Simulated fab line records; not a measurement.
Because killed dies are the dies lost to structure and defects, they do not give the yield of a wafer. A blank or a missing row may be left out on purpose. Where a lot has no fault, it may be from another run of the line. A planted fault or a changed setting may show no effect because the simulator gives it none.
fab line records	flow n5_finfet
record lots=6	wafers=18	last_day=17
route steps=1938 shown PMOS_HMC_CHANNEL_EPI@66 FIN_SAQP@90 BEOL_M4@1111
lots that met no fault: taken from a fault-free run of the same line
start_h: the number of hours between the record's first day and the start of the first shown wafer of the lot	wait_h: hours since the lot's step before	" unchanged from the row above	L1.1+2: one row covering several wafers at once	- no value present, or no start provided	* or withheld: withheld	< > ~ a bound
route shown NAME@n: names a module that has steps shown in the file, with the first one's number in the route	usual: mean/standard deviation taken from wafers without a fault	same: alike in all rows	chamber/n: place in a boat	sites: the reading at each site	_std_site: how widely they spread, as a standard deviation	_edge_site: mean of outer sites minus mean of inner sites	radius_mm: how far each site lies from the wafer's centre	mask NAME#n: copy n	behind: the tool/chamber that last shaped the wafer	hold: why the lot was held/for how many hours/how that ended	device: names the non-switching transistor (n, p or np)	end of line: the route-end tests of the same wafers	a step with no rows: only its recipe	killed: count of dies lost to structure and defects at first sort (not the wafer's yield)	map: the dies of a wafer, with x for killed, . for not killed, _ for no die there
set.NAME: the setting the step ran with; set.NAME@STEP: the setting that earlier step ran with	model.NAME: the simulator's own value behind a step, which no gauge read
lots seen at some steps along the route; tables by step, rows by wafer
services: when a tool's chamber went out of use (start_h, in hours from the record's first day, below 0 if earlier), for how many hours, and the reason
## steps
# step N5_PMOS_HMC_CHANNEL_EPI_OVL_MEAS_10
# recipe points_per_wafer=44
# usual PMOS_HMC_BLK_OVL=0.6/0.87
# same points_per_wafer=44
lot.wafer	tool	chamber	start_h	wait_h	PMOS_HMC_BLK_OVL[nm]
L287.2	overlay-01	0	23.39	0.0	0.0
L287.3	"	0	"	"	-0.3
L287.5	"	0	"	"	-1.0
L289.1	overlay-01	0	35.13	0.0	-0.1
L289.2	"	0	"	"	1.8
L289.4	"	0	"	"	1.2
L299.1	overlay-02	0	95.78	0.0	2.0
L299.3	"	0	"	"	0.0
L299.5	"	0	"	"	2.1
L300.1	overlay-02	0	101.27	0.0	1.0
L300.3	"	0	"	"	0.0
L300.5	"	0	"	"	0.2
L301.2	overlay-02	0	107.87	0.0	1.8
L301.4	"	0	"	"	1.7
L301.5	"	0	"	"	0.7
L305.1	overlay-01	0	132.11	0.0	-0.7
L305.3	"	0	"	"	1.0
L305.4	"	0	"	"	0.1
# step N5_PMOS_HMC_CHANNEL_EPI_INSPECT_11
# recipe mode=adi	inspect_instrument=macro
# usual raw_defect_count=2.0/1.3
lot.wafer	tool	chamber	start_h	wait_h	raw_defect_count
L287.2	defect_inspect-02	-	23.42	0.0	2
L287.3	"	-	"	"	1
L287.5	"	-	"	"	3
L289.1	defect_inspect-01	-	35.15	0.0	0
L289.2	"	-	"	"	0
L289.4	"	-	"	"	1
L299.1	defect_inspect-02	-	95.80	0.0	3
L299.3	"	-	"	"	5
L299.5	"	-	"	"	1
L300.1	defect_inspect-02	-	101.29	0.0	5
L300.3	"	-	"	"	2
L300.5	"	-	"	"	2
L301.2	defect_inspect-01	-	107.90	0.0	3
L301.4	"	-	"	"	2
L301.5	"	-	"	"	2
L305.1	defect_inspect-01	-	132.14	0.0	1
L305.3	"	-	"	"	1
L305.4	"	-	"	"	3
# step N5_PMOS_HMC_CHANNEL_EPI_DESCUM_14
# recipe chemistry=O2	time_s=7.9	source_power_w=50	bias_power_w=20	pressure_mtorr=20	rf_frequency_hz=2.712e+07	temp_c=40	resist=CAR-ArF-block	o2_flow_sccm=225
# step N5_PMOS_HMC_CHANNEL_EPI_ETCH_32
# recipe chemistry=N2/H2	target=BARC	stop_on=SiO2	target_depth_a=858	over_etch_frac=0.3	time_s=50.3	ion_energy_ev=200	mask_material=CAR-ArF-block	pressure_mtorr=30	source_w=840	bias_w=150	n2_flow_sccm=200	h2_flow_sccm=200
# step N5_PMOS_HMC_CHANNEL_EPI_HM_OPEN_15
# recipe chemistry=CHF3/O2	target=SiO2	mask_material=CAR-ArF-block	target_depth_a=406	CHF3_flow_sccm=50	O2_flow_sccm=5	Ar_flow_sccm=200	time_s=20.3	pressure_mtorr=30	source_w=650	bias_w=170	ion_energy_ev=200
# step N5_PMOS_HMC_CHANNEL_EPI_STRIP_33
# recipe chemistry=N2/H2	power_w=500	temp_c=40	pressure_mtorr=50	rf_frequency_hz=6e+07	overash_fraction=0.3	bias_power_w=8	h2_frac=0.5	n2_flow_sccm=300	h2_flow_sccm=300
# step N5_PMOS_HMC_CHANNEL_EPI_STRIP_17
# recipe chemistry=SPM	time_s=750	temp_c=130	h2so4_h2o2_vol_ratio=4	dry=ipa_marangoni
# step N5_PMOS_HMC_CHANNEL_EPI_ETCH_38
# recipe chemistry=CF4	target=SiO2	target_depth_a=15	ion_energy_ev=350	pressure_mtorr=10	icp_w=800	bias_w=400	cf4_flow_sccm=80
# step N5_PMOS_HMC_CHANNEL_EPI_FIN_RECESS_16
# recipe chemistry=HBr/Cl2	target=Si	mask_material=SiO2	target_depth_a=540	time_s=18	pressure_mtorr=10	icp_w=800	bias_w=75	HBr_flow_sccm=150	Cl2_flow_sccm=80
# step N5_PMOS_HMC_CHANNEL_EPI_PRECLEAN_36
# recipe chemistry=O3/DIW	time_s=45	temp_c=22	o3_ppm=10
# step N5_PMOS_HMC_CHANNEL_EPI_PRECLEAN_18
# recipe chemistry=DHF	time_s=30	temp_c=25	dilution=withheld
# step N5_PMOS_HMC_CHANNEL_EPI_SRD_19
# recipe dry=ipa_marangoni	do_ppb=5	time_s=30	temp_c=23	rinse_liquid=diw
# step N5_PMOS_HMC_CHANNEL_EPI_EPI_20
# recipe material=SiGe30	mask_material=SiO2	pressure_torr=20	target_thk_a=590	temp_c=600
lot.wafer	tool	chamber	start_h	wait_h	model.SiGe30_of_PMOS_HMC_CHANNEL_EPI_EPI_20.thk_nm
L287.2	epi_rpcvd-02	0	24.36	0.3	58.84
L287.3	"	0	"	"	59.29
L287.5	"	0	"	"	58.05
L289.1	epi_rpcvd-03	0	36.38	0.0	59.17
L289.2	"	0	"	"	59.1
L289.4	"	0	"	"	58.66
L299.1	epi_rpcvd-02	0	96.70	0.0	58.67
L299.3	"	0	"	"	59.13
L299.5	"	0	"	"	34.86
L300.1	epi_rpcvd-02	0	101.96	0.0	58.16
L300.3	"	0	"	"	58.37
L300.5	"	0	"	"	35.13
L301.2	epi_rpcvd-03	0	108.80	0.2	59.96
L301.4	"	0	"	"	59.07
L301.5	"	0	"	"	59.28
L305.1	epi_rpcvd-04	0	134.15	0.0	60.72
L305.3	"	0	"	"	60.99
L305.4	"	0	"	"	60.44
# step N5_PMOS_HMC_CHANNEL_EPI_HM_STRIP_35
# recipe chemistry=dHF	temp_c=25	material=SiO2	target=SiO2	target_depth_a=396	time_s=216
# step N5_PMOS_HMC_CHANNEL_EPI_SRD_39
# recipe dry=ipa_marangoni	time_s=30	temp_c=23	rinse_liquid=diw
# step N5_PMOS_HMC_CHANNEL_EPI_CMP_21
# recipe material=SiGe30	post_cmp_clean=alkaline_brush	target_thk_nm=54
# step N5_PMOS_HMC_CHANNEL_EPI_THK_MEAS_22
# recipe reads=SiGe30_of_PMOS_HMC_CHANNEL_EPI_EPI_20
# usual HMC_CMP_THK=54.1/1.3
lot.wafer	tool	chamber	start_h	wait_h	HMC_CMP_THK[nm]
L287.2	film_metro-02	-	26.17	-	56.4
L287.3	"	-	"	"	52.1
L287.5	"	-	"	"	54.6
L289.1	film_metro-02	-	38.03	-	54.3
L289.2	"	-	"	"	54.0
L289.4	"	-	"	"	52.2
L299.1	film_metro-02	-	98.34	-	52.5
L299.3	"	-	"	"	53.4
L299.5	"	-	"	"	34.8
L300.1	film_metro-01	-	103.69	-	54.7
L300.3	"	-	"	"	54.1
L300.5	"	-	"	"	35.1
L301.2	film_metro-01	-	110.23	-	53.8
L301.4	"	-	"	"	54.1
L301.5	"	-	"	"	54.8
L305.1	film_metro-01	-	135.78	-	55.7
L305.3	"	-	"	"	54.8
L305.4	"	-	"	"	51.9
# step N5_PMOS_HMC_CHANNEL_EPI_PRECLEAN_40
# recipe chemistry=DHF	time_s=30	temp_c=25	dilution=withheld
# step N5_PMOS_HMC_CHANNEL_EPI_PRECLEAN_37
# recipe chemistry=O3/DIW	time_s=45	temp_c=22	o3_ppm=10
lot.wafer	tool	chamber	start_h	wait_h	model.SiGe30_of_PMOS_HMC_CHANNEL_EPI_EPI_20.thk_nm
L287.2	wet_bench-01	7	26.21	0.0	53.43
L287.3	"	2	"	"	53.11
L287.5	"	5	"	"	53.32
L289.1	wet_bench-06	7	38.07	0.0	53.5
L289.2	"	6	"	"	53.43
L289.4	"	5	"	"	53.41
L299.1	wet_bench-06	2	98.38	0.0	53.22
L299.3	"	5	"	"	52.99
L299.5	"	7	"	"	34.1
L300.1	wet_bench-01	1	103.73	0.0	53.4
L300.3	"	5	"	"	53.44
L300.5	"	7	"	"	34.36
L301.2	wet_bench-06	5	110.27	0.0	53.11
L301.4	"	7	"	"	53.21
L301.5	"	4	"	"	53.3
L305.1	wet_bench-01	4	135.82	0.0	53.37
L305.3	"	0	"	"	53.21
L305.4	"	6	"	"	53.23
# step N5_PMOS_HMC_CHANNEL_EPI_PRECLEAN_24
# recipe chemistry=DHF	time_s=30	temp_c=25	dilution=withheld
# step N5_PMOS_HMC_CHANNEL_EPI_SRD_25
# recipe dry=ipa_marangoni	do_ppb=5	time_s=30	temp_c=23	rinse_liquid=diw
# step N5_PMOS_HMC_CHANNEL_EPI_EPI_26
# recipe material=Si	target_thk_a=38	temp_c=650	precursor=SiH4/H2	pressure_torr=20	time_s=22.7
# step N5_PMOS_HMC_CHANNEL_EPI_INSPECT_30
# recipe inspect_instrument=darkfield	mode=post_epi
# usual raw_defect_count=19/6.4
lot.wafer	tool	chamber	start_h	wait_h	raw_defect_count
L287.2	defect_inspect-02	-	26.65	0.0	22
L287.3	"	-	"	"	15
L287.5	"	-	"	"	19
L289.1	defect_inspect-02	-	38.51	0.0	27
L289.2	"	-	"	"	21
L289.4	"	-	"	"	28
L299.1	defect_inspect-01	-	98.82	0.0	18
L299.3	"	-	"	"	25
L299.5	"	-	"	"	17
L300.1	defect_inspect-01	-	104.17	0.0	22
L300.3	"	-	"	"	28
L300.5	"	-	"	"	32
L301.2	defect_inspect-01	-	110.71	0.0	7
L301.4	"	-	"	"	9
L301.5	"	-	"	"	15
L305.1	defect_inspect-01	-	136.26	0.0	16
L305.3	"	-	"	"	11
L305.4	"	-	"	"	9
# step N5_FIN_SAQP_PRECLEAN_42
# recipe chemistry=O3/DIW	time_s=60	temp_c=22	o3_ppm=10
# step N5_FIN_SAQP_PRECLEAN_00
# recipe chemistry=SC1	time_s=60	temp_c=55	mix=1:2:50
# step N5_FIN_SAQP_PRECLEAN_44
# recipe chemistry=SC2	time_s=45	temp_c=35	mix=1:1:50
# step N5_FIN_SAQP_SRD_01
# recipe dry=ipa_marangoni	time_s=30	temp_c=23	rinse_liquid=diw
# step N5_FIN_SAQP_ALD_61
# recipe material=SiO2	target_thk_a=40	temp_c=300	ald_precursor_family=BDEAS	ald_co_reactant=O2-plasma	pulse_time_s=1	purge_time_s=2	co_reactant_purge_time_s=2	ald_cycles=43	pressure_torr=2
# usual heater_power_w=478/40	precursor_pulse_height_rel=0.999/0.022
# same ald_cycles=43	purge_time_s=2
lot.wafer	tool	chamber	start_h	wait_h	heater_power_w	precursor_pulse_height_rel
L287.2	ald_sin-04	2	27.79	1.1	519	0.992
L287.3	"	3	"	"	431	1.000
L287.5	"	3	"	"	437	0.955
L289.1	ald_sin-04	0	38.64	0.0	450	0.975
L289.2	"	1	"	"	475	1.016
L289.4	"	0	"	"	461	1.007
L299.1	ald_sin-04	0	98.95	0.0	441	1.015
L299.3	"	3	"	"	431	1.025
L299.5	"	3	"	"	426	1.006
L300.1	ald_sin-02	0	104.29	0.0	546	0.993
L300.3	"	2	"	"	399	0.979
L300.5	"	2	"	"	411	0.965
L301.2	ald_sin-04	3	111.21	0.4	441	1.021
L301.4	"	0	"	"	449	1.005
L301.5	"	2	"	"	516	1.023
L305.1	ald_sin-01	1	136.39	0.0	469	1.040
L305.3	"	3	"	"	454	0.961
L305.4	"	0	"	"	463	0.943
# step N5_FIN_SAQP_DENSIFY_62
# recipe temp_c=700	time_s=60	ambient=N2	idle_temp_c=600	ramp_up_c_per_s=150	ramp_down_c_per_s=60	cool_to_c=600
# step N5_FIN_SAQP_HM_DEP_03
# recipe material=SiNx	target_thk_a=380	temp_c=400	precursor=SiH4/NH3/N2	pressure_torr=1.5	rf_w=300	time_s=33.6
# usual heater_power_w=743/93	rf_fwd_power_W=297.8/1.2	showerhead_plenum_p_Torr=5.12/0.048	throttle_valve_pct=39.9/2.3
lot.wafer	tool	chamber	start_h	wait_h	heater_power_w	rf_fwd_power_W	showerhead_plenum_p_Torr	throttle_valve_pct
L287.2	pecvd-02	0	28.28	0.2	622	299.1	5.11	39.9
L287.3	"	1	"	"	749	295.5	5.09	44.1
L287.5	"	0	"	"	620	300.0	5.12	39.8
L289.1	pecvd-01	2	39.05	0.2	764	297.7	5.22	37.9
L289.2	"	0	"	"	798	296.0	5.11	38.7
L289.4	"	1	"	"	965	297.2	5.08	40.3
L299.1	pecvd-01	0	99.36	0.2	729	298.9	5.13	38.6
L299.3	"	2	"	"	777	297.1	5.22	38.2
L299.5	"	2	"	"	743	297.6	5.24	38.0
L300.1	pecvd-01	0	104.71	0.2	811	297.7	5.13	38.5
L300.3	"	2	"	"	752	296.5	5.23	38.0
L300.5	"	0	"	"	798	296.8	5.13	38.8
L301.2	pecvd-03	0	111.64	0.2	616	297.1	5.19	37.7
L301.4	"	2	"	"	699	299.4	5.12	38.6
L301.5	"	0	"	"	602	296.2	5.19	37.9
L305.1	pecvd-03	2	136.91	0.2	696	298.6	5.11	38.6
L305.3	"	0	"	"	641	299.2	5.21	37.9
L305.4	"	2	"	"	721	299.3	5.11	38.5
# step N5_FIN_SAQP_THK_MEAS_05
# usual thk_nm=38.0/0.66
lot.wafer	tool	chamber	start_h	wait_h	thk_nm
L287.2	film_metro-01	-	28.40	0.1	38.6
L287.3	"	-	"	"	38.0
L287.5	"	-	"	"	39.0
L289.1	film_metro-01	-	39.14	0.1	37.7
L289.2	"	-	"	"	38.2
L289.4	"	-	"	"	39.8
L299.1	film_metro-01	-	99.45	0.1	38.3
L299.3	"	-	"	"	37.8
L299.5	"	-	"	"	38.6
L300.1	film_metro-02	-	104.79	0.1	38.2
L300.3	"	-	"	"	38.6
L300.5	"	-	"	"	38.5
L301.2	film_metro-01	-	111.73	0.1	38.8
L301.4	"	-	"	"	37.7
L301.5	"	-	"	"	39.5
L305.1	film_metro-01	-	137.00	0.1	36.9
L305.3	"	-	"	"	38.0
L305.4	"	-	"	"	37.8
# step N5_FIN_SAQP_PECVD_47
# recipe material=a-Si	target_thk_a=450	temp_c=400	precursor=SiH4/He	pressure_torr=3	rf_w=100	time_s=36.3
# usual heater_power_w=841/110	rf_fwd_power_W=99.0/0.37	showerhead_plenum_p_Torr=5.66/0.041	throttle_valve_pct=18.0/0.81
lot.wafer	tool	chamber	start_h	wait_h	heater_power_w	rf_fwd_power_W	showerhead_plenum_p_Torr	throttle_valve_pct
L287.2	pecvd-02	1	28.44	0.0	820	99.0	5.62	19.9
L287.3	"	1	"	"	833	98.7	5.62	20.0
L287.5	"	0	"	"	670	99.7	5.63	18.4
L289.1	pecvd-02	0	39.18	0.0	700	99.5	5.66	18.3
L289.2	"	1	"	"	798	98.2	5.64	19.9
L289.4	"	1	"	"	792	98.9	5.63	20.3
L299.1	pecvd-01	0	99.49	0.0	903	99.1	5.65	17.6
L299.3	"	1	"	"	995	98.6	5.62	18.0
L299.5	"	2	"	"	903	98.8	5.74	17.6
L300.1	pecvd-03	1	104.83	0.0	886	99.1	5.62	18.4
L300.3	"	0	"	"	649	99.7	5.70	17.3
L300.5	"	1	"	"	868	99.0	5.62	18.8
L301.2	pecvd-01	1	111.76	0.0	1013	99.0	5.62	18.3
L301.4	"	0	"	"	873	99.1	5.66	17.9
L301.5	"	2	"	"	929	98.8	5.73	17.5
L305.1	pecvd-03	2	137.04	0.0	852	99.0	5.64	17.6
L305.3	"	1	"	"	811	99.1	5.62	19.0
L305.4	"	1	"	"	831	99.2	5.61	18.8
# step N5_FIN_SAQP_PECVD_48
# recipe material=SiNx	target_thk_a=250	temp_c=400	precursor=SiH4/NH3/N2	pressure_torr=1.5	rf_w=300	time_s=22.1
# step N5_FIN_SAQP_PECVD_06
# recipe material=a-Si	target_thk_a=600	temp_c=400	precursor=SiH4/He	pressure_torr=3	rf_w=100	time_s=48.1
# usual heater_power_w=835/96	rf_fwd_power_W=99.2/0.36	showerhead_plenum_p_Torr=5.66/0.042	throttle_valve_pct=18.0/0.81
lot.wafer	tool	chamber	start_h	wait_h	heater_power_w	rf_fwd_power_W	showerhead_plenum_p_Torr	throttle_valve_pct
L287.2	pecvd-02	1	28.56	0.0	832	99.2	5.64	20.0
L287.3	"	1	"	"	842	99.1	5.64	19.6
L287.5	"	0	"	"	752	99.3	5.64	18.4
L289.1	pecvd-02	0	39.30	0.0	757	99.7	5.64	18.3
L289.2	"	1	"	"	826	99.1	5.62	19.9
L289.4	"	1	"	"	836	99.3	5.61	20.3
L299.1	pecvd-01	0	99.57	0.0	844	98.7	5.66	17.4
L299.3	"	1	"	"	996	98.6	5.61	18.0
L299.5	"	2	"	"	842	98.9	5.74	17.3
L300.1	pecvd-03	1	104.91	0.0	772	99.8	5.61	18.5
L300.3	"	0	"	"	658	99.1	5.69	17.1
L300.5	"	1	"	"	777	99.8	5.62	19.0
L301.2	pecvd-01	1	111.84	0.0	1024	98.8	5.63	18.0
L301.4	"	0	"	"	874	99.1	5.65	17.8
L301.5	"	2	"	"	826	100.0	5.72	17.2
L305.1	pecvd-03	2	137.12	0.0	708	99.6	5.65	17.6
L305.3	"	1	"	"	842	99.3	5.60	18.8
L305.4	"	1	"	"	842	98.9	5.61	18.8
# step N5_FIN_SAQP_THK_MEAS_07
# usual thk_nm=60.1/0.88
lot.wafer	tool	chamber	start_h	wait_h	thk_nm
L287.2	film_metro-01	-	28.67	0.1	61.1
L287.3	"	-	"	"	62.3
L287.5	"	-	"	"	60.4
L289.1	film_metro-01	-	39.42	0.1	59.6
L289.2	"	-	"	"	60.5
L289.4	"	-	"	"	61.7
L299.1	film_metro-01	-	99.66	0.1	59.9
L299.3	"	-	"	"	60.2
L299.5	"	-	"	"	60.7
L300.1	film_metro-01	-	105.00	0.1	58.7
L300.3	"	-	"	"	59.9
L300.5	"	-	"	"	59.4
L301.2	film_metro-02	-	111.93	0.1	61.5
L301.4	"	-	"	"	61.4
L301.5	"	-	"	"	60.7
L305.1	film_metro-02	-	137.21	0.1	59.1
L305.3	"	-	"	"	58.8
L305.4	"	-	"	"	59.7
# step N5_FIN_SAQP_HM_DEP_72
# recipe material=SiO2	target_thk_a=120	temp_c=400	precursor=SiH4/N2O	pressure_torr=0.75	rf_w=275	time_s=7.2
# usual heater_power_w=754/110	rf_fwd_power_W=272.9/0.97	showerhead_plenum_p_Torr=8.11/0.11
lot.wafer	tool	chamber	start_h	wait_h	heater_power_w	rf_fwd_power_W	showerhead_plenum_p_Torr
L287.2	pecvd-01	1	28.71	0.0	1026	272.4	8.01
L287.3	"	0	"	"	739	272.5	8.10
L287.5	"	2	"	"	774	274.1	8.33
L289.1	pecvd-02	1	39.46	0.0	670	273.2	8.05
L289.2	"	0	"	"	588	273.6	8.09
L289.4	"	0	"	"	587	273.2	8.12
L299.1	pecvd-03	2	99.69	0.0	692	274.5	8.06
L299.3	"	0	"	"	544	272.6	8.29
L299.5	"	1	"	"	787	272.5	7.99
L300.1	pecvd-02	1	105.04	0.0	780	272.0	8.05
L300.3	"	0	"	"	681	272.7	8.08
L300.5	"	1	"	"	768	272.7	8.05
L301.2	pecvd-03	1	111.97	0.0	797	272.1	7.99
L301.4	"	2	"	"	721	274.4	8.05
L301.5	"	0	"	"	579	273.5	8.27
L305.1	pecvd-01	0	137.25	0.0	734	273.1	8.12
L305.3	"	1	"	"	931	272.2	8.01
L305.4	"	2	"	"	723	273.7	8.36
# step N5_FIN_SAQP_COAT_49
# recipe resist=SOC	temp_c=250	time_s=60	spin_rpm=1500	resist_thk_nm=100
# step N5_FIN_SAQP_COAT_50
# recipe resist=SiARC	temp_c=220	time_s=60	spin_rpm=1500	resist_thk_nm=35
# step N5_FIN_SAQP_COAT_10
# recipe resist=CAR-ArF	spin_rpm=1500	resist_thk_nm=90
# step N5_FIN_SAQP_EBR_12
# recipe solvent=PGMEA	ebr_width_mm=1.5
# step N5_FIN_SAQP_SOFTBAKE_11
# recipe temp_c=110	time_s=60	resist=CAR-ArF
# step N5_BEOL_M4_RC_MEAS_101
# usual CJ_P=5.72/0.27	DIBL_N=36.4/2.7	DIBL_P=36/3.2	IOFF_N=0.16/0.046	IOFF_P=0.21/0.055	IOFF_P_85C=3.7/0.82	IOFF_P_LIN=0.100/0.02	IOFF_P_LONG=0.000103/1.1e-05	ION_N=677/15	ION_P=464/11	REXT_P=99.9/2.2	RS_NWELL=1037/6.4	SS_N=71.5/0.79	SS_P=73.3/0.93	VT_N=250/4.1	VT_P=-251/4.4	VT_P_LONG=-276/3.5
lot.wafer	tool	chamber	start_h	wait_h	CJ_P	DIBL_N[mV/V]	DIBL_P[mV/V]	IOFF_N[nA/um]	IOFF_P[nA/um]	IOFF_P_85C[nA/um]	IOFF_P_LIN[nA/um]	IOFF_P_LONG[nA/um]	ION_N[uA/um]	ION_P[uA/um]	REXT_P[ohm.um]	RS_NWELL[ohm/sq]	SS_N[mV/dec]	SS_P[mV/dec]	VT_N[mV]	VT_P[mV]	VT_P_LONG[mV]
L287.2	prober-02	0	166.69	0.2	5.47	35.5	33	0.13	0.19	3.5	0.098	0.00011	694	480	97.3	1038	70.7	73.2	251	-248	-274
L287.3	"	0	"	"	6.07	34.2	32	0.13	0.18	3.2	0.094	0.000117	673	460	100.9	1027	70.3	72.9	252	-250	-274
L287.5	"	0	"	"	5.35	34.5	32	0.13	0.18	3.3	0.094	0.000108	670	466	100.4	1033	70.1	72.6	253	-252	-273
L289.1	prober-01	0	188.78	0.0	5.91	38.1	39	0.20	0.30	5.0	0.135	0.000135	686	480	103.7	1035	72.7	74.1	244	-243	-267
L289.2	"	0	"	"	5.96	37.1	39	0.20	0.32	5.3	0.145	0.000137	686	482	102.2	1039	71.5	73.9	241	-240	-268
L289.4	"	0	"	"	5.79	34.7	34	0.14	0.20	3.7	0.104	0.000135	689	469	106.1	1039	71.1	72.3	248	-248	-264
L300.1	prober-02	0	257.40	0.0	5.36	34.2	33	0.13	0.16	2.9	0.081	9.4e-05	670	453	101.9	1040	71.5	72.8	251	-258	-275
L300.3	"	0	"	"	5.78	38.2	38	0.22	0.24	4.2	0.108	0.000101	673	454	99.7	1038	72.6	74.0	245	-249	-276
L300.5	"	0	"	"	3.58	35.3	167	0.15	73.32	493.1	0.832	5.5e-05	663	308	128.4	1079	71.2	155.6	253	-254	-292
L299.1	prober-01	0	263.35	0.0	6.05	38.0	41	0.18	0.25	4.2	0.111	0.000106	672	468	100.5	1040	72.4	74.0	250	-250	-275
L299.3	"	0	"	"	5.85	39.4	42	0.23	0.27	4.5	0.118	0.000103	703	481	100.2	1038	73.0	74.3	247	-248	-276
L299.5	"	0	"	"	4.25	36.7	62	0.17	1.48	18.8	0.145	6.5e-05	686	325	123.3	1077	71.8	89.4	250	-256	-286
L301.2	prober-01	0	275.31	0.2	5.86	39.8	40	0.24	0.26	4.3	0.115	0.000101	696	468	102.6	1038	71.9	73.4	245	-248	-277
L301.4	"	0	"	"	5.82	41.8	43	0.29	0.31	5.0	0.131	0.000101	698	465	99.4	1030	73.2	74.5	243	-247	-276
L301.5	"	0	"	"	5.46	34.9	35	0.14	0.18	3.2	0.091	9.7e-05	658	457	103.2	1029	70.8	72.5	254	-251	-276
L305.1	prober-02	0	293.05	0.0	5.17	38.5	38	0.19	0.24	4.1	0.112	0.0001	681	463	99.2	1036	71.5	73.9	248	-248	-274
L305.3	"	0	"	"	5.63	38.0	38	0.19	0.26	4.5	0.118	0.000107	679	471	97.1	1025	72.1	74.8	245	-246	-275
L305.4	"	0	"	"	6.13	36.0	35	0.15	0.20	3.5	0.096	0.000116	673	455	98.1	1042	70.3	73.7	251	-250	-275
## services
tool	chamber	start_h	hours	kind
pecvd-03	0	4.78	3.8	repair
pecvd-02	2	6.45	7.9	repair
ald_sin-04	0	7.75	-	clean
ald_sin-04	1	7.75	-	clean
ald_sin-04	-	12.37	2.8	pm
ald_sin-02	3	14.76	15.3	repair
ald_sin-04	0	17.64	11.9	repair
pecvd-03	0	18.30	5.5	scheduled_down
pecvd-02	2	21.12	-	clean
pecvd-02	2	21.12	-	consumable_replace:showerhead
pecvd-02	2	21.12	29.0	scheduled_down
pecvd-02	2	21.12	29.0	vent_cycle
ald_sin-04	3	28.91	11.9	repair
epi_rpcvd-02	-	37.86	2.8	pm
pecvd-01	0	50.81	5.5	scheduled_down
ald_sin-04	-	56.55	1.3	repair
ald_sin-02	2	56.64	15.4	repair
epi_rpcvd-02	-	70.57	0.9	repair
pecvd-03	0	74.44	15.9	repair
pecvd-02	-	94.22	1.0	repair
pecvd-03	-	98.95	0.7	repair
ald_sin-01	2	101.12	6.2	repair
pecvd-03	0	130.76	2.1	scheduled_down
ald_sin-02	2	130.82	3.4	repair
## key
first_sign step=N5_PMOS_HMC_CHANNEL_EPI_THK_MEAS_22	reading=HMC_CMP_THK	direction=down	sigmas=15	usual=54.1	struck=34.9
effect step=N5_BEOL_M4_RC_MEAS_101	reading=IOFF_P	direction=up	sigmas=99+	usual=0.21	struck=37.40
effect step=N5_BEOL_M4_RC_MEAS_101	reading=IOFF_P_85C	direction=up	sigmas=99+	usual=3.7	struck=256.0
effect step=N5_BEOL_M4_RC_MEAS_101	reading=SS_P	direction=up	sigmas=53	usual=73.3	struck=122.5
effect step=N5_BEOL_M4_RC_MEAS_101	reading=DIBL_P	direction=up	sigmas=25	usual=36	struck=114
effect step=N5_BEOL_M4_RC_MEAS_101	reading=IOFF_P_LIN	direction=up	sigmas=19	usual=0.100	struck=0.489
effect step=N5_BEOL_M4_RC_MEAS_101	reading=ION_P	direction=down	sigmas=14	usual=464	struck=317
effect step=N5_BEOL_M4_RC_MEAS_101	reading=REXT_P	direction=up	sigmas=12	usual=99.9	struck=125.9
effect step=N5_BEOL_M4_RC_MEAS_101	reading=CJ_P	direction=down	sigmas=6.6	usual=5.72	struck=3.91
effect step=N5_BEOL_M4_RC_MEAS_101	reading=RS_NWELL	direction=up	sigmas=6.4	usual=1037	struck=1078
effect step=N5_BEOL_M4_RC_MEAS_101	reading=IOFF_P_LONG	direction=down	sigmas=3.9	usual=0.000103	struck=6e-05
effect step=N5_BEOL_M4_RC_MEAS_101	reading=VT_P_LONG	direction=down	sigmas=3.6	usual=-276	struck=-289
model_effect step=N5_PMOS_HMC_CHANNEL_EPI_EPI_20	value=SiGe30_of_PMOS_HMC_CHANNEL_EPI_EPI_20.thk_nm	without=58.61	struck=35
model_effect step=N5_PMOS_HMC_CHANNEL_EPI_PRECLEAN_37	value=SiGe30_of_PMOS_HMC_CHANNEL_EPI_EPI_20.thk_nm	without=53.4	struck=34.23
met_at N5_PMOS_HMC_CHANNEL_EPI_EPI_20
struck_wafers L299.5,L300.5
sort_left_out L299.5,L300.5
onset_between 24.36 96.70
fault kind=process_parameter_drift	tool=epi_rpcvd-02	chamber=-	onset_h=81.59	steps=N5_PMOS_HMC_CHANNEL_EPI_EPI_20	channel=target_thk_a	offset=*	shape=step	end_h=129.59	scope=struck_wafers_only	acts_in=*	stated=*
# sort_left_out: the simulated sort isn't trusted on such a fault, so these wafers' sort isn't shown, and their yield isn't known
